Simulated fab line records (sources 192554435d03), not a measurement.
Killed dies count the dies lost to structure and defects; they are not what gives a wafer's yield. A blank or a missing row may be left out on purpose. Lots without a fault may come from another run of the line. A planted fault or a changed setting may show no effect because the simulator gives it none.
Chamber matching -- flow n5 finfet -- pecvd-03 running N5_BEOL_M10_PECVD_70: 3 sister chambers
The step deposits SiO2 from TEOS/O2, target thk 20 nm, time 22.7 s. 6 wafers are shown with their chamber, then 7 later ones without.

## WAFERS, EACH WITH ITS CHAMBER
wafer,chamber,throttle valve pct (%),showerhead plenum p Torr (Torr)
L083.2,0,24.0,8.75
L084.2,2,22.0,8.68
L084.4,2,22.0,8.68
L084.5,0,24.0,8.76
L088.1,1,22.1,8.87
L088.4,1,22.0,8.83

## WAFERS WITHOUT THEIR CHAMBER
wafer,throttle valve pct (%),showerhead plenum p Torr (Torr)
L088.6,23.8,8.73
L091.2,24.1,8.75
L091.5,22.5,8.70
L091.6,24.2,8.75
L097.1,22.0,8.86
L097.3,23.9,8.75
L097.5,22.0,8.84

## WHICH CHAMBER EACH ONE RAN IN
wafer,from the rows above,in truth
L088.6,0,0
L091.2,0,0
L091.5,can't be placed: 2 or 1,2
L091.6,0,0
L097.1,1,1
L097.3,0,0
L097.5,1,1
Correct placement for 6 of the 7. From these rows, 1 cannot be placed; in 1 the true chamber is one of the candidates. Wrongly placed: 0.
How it was worked out, from the rows above alone: a wafer's distance from a chamber is the root of the sum, over the readings, of the square of ((its reading less the chamber's mean) divided by the reading's scatter). The wafer belongs to the nearest chamber; if the next one is less than 2 further off, it can't be placed. The mean given for a chamber averages the wafers shown for that chamber. The scatter is the square root of a quotient: the sum, over the shown wafers, of each reading's squared deviation from its chamber's mean, divided by wafers minus chambers.
